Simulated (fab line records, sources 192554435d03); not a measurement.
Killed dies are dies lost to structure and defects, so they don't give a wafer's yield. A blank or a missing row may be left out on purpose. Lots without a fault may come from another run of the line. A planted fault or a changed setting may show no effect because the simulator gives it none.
Chamber matching | flow n5_finfet | N5_HKMG_FIN_CMP_94 on cmp-01: 4 sister chambers
The step polishes, stops on SiNx, t overpolish 4.7 s, target thk 43.299 nm. 22 wafers are shown with their chamber, then 11 later ones without.

WAFERS WITH THEIR CHAMBER
wafer  | chamber | motor_current_A (A)
L074.2 | 0       | 13.8
L074.3 | 2       | 16.0
L074.4 | 1       | 10.2
L076.3 | 2       | 15.4
L076.4 | 3       | 11.5
L076.5 | 0       | 13.3
L077.3 | 1       | 10.3
L077.4 | 3       | 11.7
L077.5 | 0       | 14.0
L081.2 | 0       | 14.0
L081.3 | 2       | 15.3
L081.5 | 3       | 11.6
L085.1 | 3       | 11.3
L085.3 | 1       | 10.5
L085.6 | 0       | 14.0
L087.3 | 3       | 10.8
L087.4 | 2       | 14.4
L087.5 | 2       | 14.9
L089.1 | 2       | 15.6
L089.3 | 3       | 10.6
L089.4 | 0       | 13.9
L090.1 | 1       | 9.9

SIGNATURES (means of the wafers above)
reading         | chamber 0 | chamber 1 | chamber 2 | chamber 3 | scatter within a chamber
motor_current_A | 13.833    | 10.225    | 15.267    | 11.250    | 0.417
Rule: a wafer's distance from a chamber is the root of the sum, over the readings, of the square of ((its reading less the chamber's mean) divided by the reading's scatter). The wafer belongs to the nearest chamber; if the next one is less than 2 further off, it can't be placed. The scatter: the root of (the sum of the squares of (reading less its chamber's mean) over the shown wafers, divided by (wafers less chambers)).

WAFERS WITHOUT THEIR CHAMBER
wafer  | motor_current_A (A)
L090.2 | 15.4
L090.6 | 10.4
L092.1 | 10.2
L092.3 | 14.9
L092.6 | 10.5
L094.2 | 10.8
L094.3 | 10.5
L094.6 | 15.0
L097.3 | 9.9
L097.5 | 14.9
L097.6 | 11.8

WHICH CHAMBER EACH WENT THROUGH
wafer  | from the rows above     | in truth
L090.2 | 2                       | 2
L090.6 | can't be placed: 1 or 3 | 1
L092.1 | 1                       | 1
L092.3 | can't be placed: 2 or 0 | 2
L092.6 | can't be placed: 1 or 3 | 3
L094.2 | can't be placed: 3 or 1 | 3
L094.3 | can't be placed: 1 or 3 | 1
L094.6 | 2                       | 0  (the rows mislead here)
L097.3 | 1                       | 1
L097.5 | can't be placed: 2 or 0 | 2
L097.6 | 3                       | 3
Placed correctly: 4 of 11. Can't be placed from these rows: 6 (the true chamber is among the candidates in 6). Placed wrongly: 1.
